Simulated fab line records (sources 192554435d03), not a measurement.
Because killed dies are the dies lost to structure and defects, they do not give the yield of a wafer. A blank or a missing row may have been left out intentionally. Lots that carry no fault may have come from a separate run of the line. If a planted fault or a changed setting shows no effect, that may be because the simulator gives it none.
A lot that was struck, set against a sound lot -- flow n5-finfet -- 40 steps out of a route of 1938
Sound: these wafers, L487.1, L487.5, L487.6. The struck wafers were L496.2, L496.3, L496.5. The cause comes at the end.
Each step with rows lists, per side, the tool, then ch with its chambers, then its first start. Under that, the readings that differ: sound wafers -- struck wafers -- difference of the means -- sigmas: that difference in standard deviations of wafers without a fault.
alike: a reading whose means differ by less than 2 such deviations, as well as words and numbers matching on both sides. not compared: withheld readings; readings where some wafer has no value; bounds like >300 that might hide an equal value; numbers whose values overlap and for which the record gives no deviation.
Wherever a step has rows on one side only, a row that says differs or no value, or a row with sigmas, the two part there. When numbers do not overlap yet have no deviation, they are printed without sigmas and do not part them. A reading that every wafer of one side lacks parts them only if that side has two wafers or more.

first, 12 steps without rows for these wafers: N5_HKMG_FIN_STRIP_93 (strips SOC in N2/H2, time 20 s); N5_HKMG_FIN_WET_ETCH_76 (etches Al2O3 in dNH4OH, stops on La2O3, target depth 2.25 nm, rinse time 30 s); N5_HKMG_FIN_STRIP_60 (strips in N2/H2, time 360 s); N5_HKMG_FIN_WET_ETCH_77 (etches La2O3 in dHCl, stops on HfO2, target depth 2 nm); N5_HKMG_FIN_WET_ETCH_78 (etches Al2O3 in dNH4OH, stops on La2O3, target depth 4.5 nm, rinse time 30 s); N5_HKMG_FIN_ALD_79 (deposits TiN, target thk 1.5 nm, pulse time 1 s, purge time 3 s); N5_HKMG_FIN_CVD_62 (deposits a-Si from Si2H6, target thk 3 nm, time 20.8 s); N5_HKMG_FIN_RTA_80 (time 2 s); N5_HKMG_FIN_PRECLEAN_64 (cleans in dHF, time 30 s); N5_HKMG_FIN_WET_ETCH_65 (etches a-Si in TMAH, stops on TiN, time 49 s, target depth 3 nm); N5_HKMG_FIN_WET_ETCH_81 (etches TiN in SC1, stops on HfO2, time 57 s, target depth 6 nm); N5_HKMG_FIN_WET_ETCH_82 (etches La2O3 in dHCl, stops on HfO2, target depth 2 nm, rinse time 30 s).
N5_HKMG_FIN_ALD_36: deposits TiN, target thk 1 nm, pulse time 1 s, purge time 3 s.
  sound on ald-metal-02 ch 2,3, day 5 13:57; struck on ald-metal-02 ch 1,2,3, day 7 18:11
  no value came back on the struck wafers for ald-cycles, chamber-pressure-Torr (Torr), heater-power-w (W), precursor-pulse-height-rel; on the sound wafers ald-cycles reads 47 47 47
then, 25 steps without rows for these wafers: N5_HKMG_FIN_PWFM_ALD_03 (deposits TiN, target thk 2 nm, pulse time 1 s, purge time 3 s); N5_HKMG_FIN_COAT_29 (time 60 s, resist thk 300 nm); N5_HKMG_FIN_COAT_30 (time 60 s, resist thk 35 nm); N5_HKMG_FIN_COAT_06 (resist thk 90 nm); N5_HKMG_FIN_EBR_08; N5_HKMG_FIN_SOFTBAKE_07 (time 60 s); N5_HKMG_FIN_EXPOSE_09 (exposes mask NWFM); N5_HKMG_FIN_PEB_10 (peb time 60 s); N5_HKMG_FIN_DEVELOP_11 (develop time 30 s); N5_HKMG_FIN_DESCUM_17 (chemistry O2, time 7.9 s); N5_HKMG_FIN_ETCH_31 (etches SiARC in CF4, target depth 45.5 nm, time 75.8 s); N5_HKMG_FIN_ETCH_32 (etches SOC in N2/H2, target depth 240 nm, time 300 s); N5_HKMG_FIN_STRIP_33 (strips in N2/H2); N5_HKMG_FIN_STRIP_34 (strips in CF4); N5_HKMG_FIN_ETCH_35 (etches SOC in N2/H2, target depth 215.8 nm, time 243.4 s); N5_HKMG_FIN_STRIP_92 (strips SOC in N2/H2, time 20 s); N5_HKMG_FIN_WET_ETCH_18 (etches TiN in SC1, time 55 s, target depth 5.2 nm, rinse time 30 s); N5_HKMG_FIN_STRIP_19 (strips in N2/H2, time 360 s); N5_HKMG_FIN_ALD_91 (deposits TiN, target thk 1 nm, pulse time 1 s, purge time 3 s); N5_HKMG_FIN_COAT_85 (time 60 s, resist thk 300 nm); N5_HKMG_FIN_ETCH_86 (etches SOC in N2/H2, stops on TiN, target depth 393.2 nm); N5_HKMG_FIN_STRIP_89 (strips SOC in N2/H2, time 20 s); N5_HKMG_FIN_WET_ETCH_87 (etches TiN in SC1, time 154.2 s, target depth 4.7 nm, rinse time 30 s); N5_HKMG_FIN_STRIP_88 (strips in N2/H2, time 360 s); N5_HKMG_FIN_NWFM_ALD_20 (deposits TiAlC, target thk 2 nm, pulse time 3 s, purge time 2 s).
-- a jump in the record: the struck wafers' starts before and after are 4 days apart (it breaks off in module HKMG_FIN and resumes in module BEOL_M4, where the first step shown is number 1111 of the route) --
N5_BEOL_M4_RC_MEAS_101:
  sound on prober-02 ch 0, day 9 06:46; struck on prober-01 ch 0, day 11 15:26
reading,sound,struck,difference,sigmas
IOFF_P (nA/um),0.21 0.20 0.19,0.05 0.04 0.04,-0.16,-5
IOFF_P_85C (nA/um),3.6 3.4 3.3,1.0 1.0 0.8,-2.5,-6
IOFF_P_LIN (nA/um),0.095 0.091 0.088,0.021 0.019 0.017,-0.072,-7
IOFF_P_LONG (nA/um),9.1e-05 9e-05 9.9e-05,5.4e-05 4.7e-05 5.3e-05,-4.2e-05,-4
ION_P (uA/um),456 451 456,396 388 394,-62,-8
VT_P (mV),-250 -254 -253,-295 -296 -298,-44,-14
VT_P_LONG (mV),-280 -278 -280,-325 -325 -323,-45,-14
VT_P_LVT (mV),-101.0 -101.8 -102.9,-143.7 -144.5 -145.5,-42.7,-16
  alike: DIBL_N, DIBL_P, IOFF_N, ION_N, SS_N, SS_P, VT_N
-- record jumps: 4 days separate the struck wafers' starts on either side; left off in module BEOL_M4, taken up again in module PASSIVATION, whose first shown step is the route's number 1936 --
N5_PASSIVATION_PROBE_49:
  sound on prober-02, day 13 15:26; struck on prober-01, day 15 20:45
reading,sound,struck,difference,sigmas
sort_bin_8_speed (%),0 0 0,91.36 90.17 89.32,+90.28,+99 or more
sort-n-pass,1072 1065 1096,0 0 0,-1078,-72
sort-yield-pct (%),90.8 90.3 92.9,0 0 0,-91,-70
  alike: defect-limited-yield, killed_at_M0_to_M3, killed_at_M4_up, killed-at-contacts, killed-at-front-end, killed-at-other, killed-dies, killed-open, killed-short, sort_bin_4_leakage, sort_bin_5_function, sort_bin_6_memory

## WHERE THEY PART
Earliest at N5_HKMG_FIN_ALD_36; latest, in this record, at N5_PASSIVATION_PROBE_49.

WHY: what the simulator had put in
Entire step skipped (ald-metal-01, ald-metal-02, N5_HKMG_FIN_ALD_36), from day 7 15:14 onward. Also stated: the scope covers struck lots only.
